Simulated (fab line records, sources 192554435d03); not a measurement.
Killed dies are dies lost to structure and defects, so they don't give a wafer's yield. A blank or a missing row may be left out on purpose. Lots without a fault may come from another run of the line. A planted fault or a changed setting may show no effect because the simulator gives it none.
Split-lot experiment | flow n5_finfet | 7 lots, 39 wafers read, on a route of 1938 steps

THE SPLIT
At N5_DUMMY_GATE_ETCH_37 (etches SOC in N2/H2, target depth 60 nm, overetch 30 nm), the setting source_w was moved away from the recipe's 840 W on 15 of the 39 wafers read, by -17.5% to +15.6%. The other wafers ran this setting at the recipe's value.

The reading is taken at the split's own step.

THE READING
rf_vpp_V, in V, at N5_DUMMY_GATE_ETCH_37 (etches SOC in N2/H2, target depth 60 nm, overetch 30 nm). Fault-free wafers of this fab line usually give 524.5 V, standard deviation 2.5 V.

wafer  | tool, chamber at the split | source_w as run, W | against the recipe | rf_vpp_V, V | against lot-mates on the recipe
L074.1 | rie_diel-05, 1             | 840                | recipe             | 526.5       | -
L074.2 | rie_diel-05, 2             | 971.4              | +15.6%             | 496.0       | -28.8
L074.3 | rie_diel-05, 3             | 840                | recipe             | 521.2       | -
L074.4 | rie_diel-05, 2             | 971.4              | +15.6%             | 495.5       | -29.3
L074.5 | rie_diel-05, 1             | 840                | recipe             | 526.7       | -
L074.6 | rie_diel-05, 3             | 971.4              | +15.6%             | 497.0       | -27.8
L082.1 | rie_diel-02, 0             | 840                | recipe             | 528.6       | -
L082.2 | rie_diel-02, 3             | 840                | recipe             | 527.4       | -
L082.3 | rie_diel-02, 1             | 740.8              | -11.8%             | 548.1       | +20.3
L082.4 | rie_diel-02, 2             | 740.8              | -11.8%             | 547.4       | +19.6
L082.5 | rie_diel-02, 3             | 840                | recipe             | 527.5       | -
L082.6 | rie_diel-02, 2             | 740.8              | -11.8%             | 546.8       | +19.0
L087.1 | rie_diel-05, 1             | 840                | recipe             | 524.8       | -
L087.2 | rie_diel-05, 3             | 692.7              | -17.5%             | 555.4       | +33.9
L087.3 | rie_diel-05, 2             | 692.7              | -17.5%             | 554.0       | +32.5
L087.4 | rie_diel-05, 0             | 692.7              | -17.5%             | 557.4       | +35.9
L087.5 | rie_diel-05, 3             | 840                | recipe             | 520.4       | -
L087.6 | rie_diel-05, 2             | 840                | recipe             | 519.3       | -
L089.1 | rie_diel-02, 0             | 958.1              | +14.1%             | 504.8       | -20.4
L089.2 | rie_diel-02, 3             | 840                | recipe             | 527.7       | -
L089.3 | rie_diel-02, 2             | 958.1              | +14.1%             | 500.2       | -25.0
L089.4 | rie_diel-02, 1             | 840                | recipe             | 524.2       | -
L089.5 | rie_diel-02, 1             | 958.1              | +14.1%             | 502.2       | -23.0
L089.6 | rie_diel-02, 2             | 840                | recipe             | 523.7       | -
L090.1 | rie_diel-02, 0             | 840                | recipe             | 529.3       | -
L090.2 | rie_diel-02, 2             | 840                | recipe             | 523.3       | -
L090.3 | rie_diel-02, 1             | 840                | recipe             | 526.3       | -
L090.4 | rie_diel-02, 3             | 840                | recipe             | 528.0       | -
L090.5 | rie_diel-02, 2             | 840                | recipe             | 523.0       | -
L090.6 | rie_diel-02, 3             | 840                | recipe             | 527.0       | -
L092.1 | rie_diel-02, 2             | 840                | recipe             | 523.6       | -
L092.2 | rie_diel-02, 1             | 906.9              | +8.0%              | 512.4       | -13.9
L092.3 | rie_diel-02, 3             | 906.9              | +8.0%              | 513.8       | -12.5
L092.4 | rie_diel-02, 0             | 840                | recipe             | 529.1       | -
L092.5 | rie_diel-02, 2             | 906.9              | +8.0%              | 511.1       | -15.2
L092.6 | rie_diel-02, 3             | 840                | recipe             | 526.2       | -
L095.1 | rie_diel-02, 2             | 840                | recipe             | 524.4       | -
L095.3 | rie_diel-02, 1             | 840                | recipe             | 525.8       | -
L095.6 | rie_diel-02, 3             | 840                | recipe             | 526.2       | -

THE FIT
A straight line over all 39 wafers: rf_vpp_V changes by -1.76 V for each +1% of source_w; r = -0.99; the points scatter about the line by 2.4 V.
The same after taking each lot's own level away (the mean of its wafers on the recipe; 39 wafers): -1.8 V for each +1%; r = -0.99; scatter 2.1 V.
On that fit, the largest move of source_w shifts the reading by 31 V.
The lots' own levels span 521.50 to 527.83 V, that is 2.5 times the standard deviation above.
So the lot-to-lot level changes the slope little: the two slopes agree.
Check: with one of the wafers moved furthest among these (-17.5%) left out of the fit, the line predicts +31.4 V for it against its lot-mates. It came out at +33.9 V against them.
Tool readings at the split's step, against how far the setting was moved: rf_vpp_V r = -0.99.

THE WHOLE CHAIN: every reading that the file lists as answering this split, in the file's order
step                  | what it does                                            | reading                                                                             | change (the file's fit)                | r (the file's)
N5_DUMMY_GATE_ETCH_37 | etches SOC in N2/H2, target depth 60 nm, overetch 30 nm | rf_vpp_V                                                                            | -1.8 V for each +1% of the setting     | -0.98
N5_DUMMY_GATE_ETCH_37 | etches SOC in N2/H2, target depth 60 nm, overetch 30 nm | SiARC_of_DUMMY_GATE_COAT_35.thk_nm (the simulator's own value, which no gauge read) | -0.0297 nm for each +1% of the setting | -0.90

THE FILE'S OWN FIT
rf_vpp_V changes by -1.8 V for each +1% of source_w, r = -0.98.
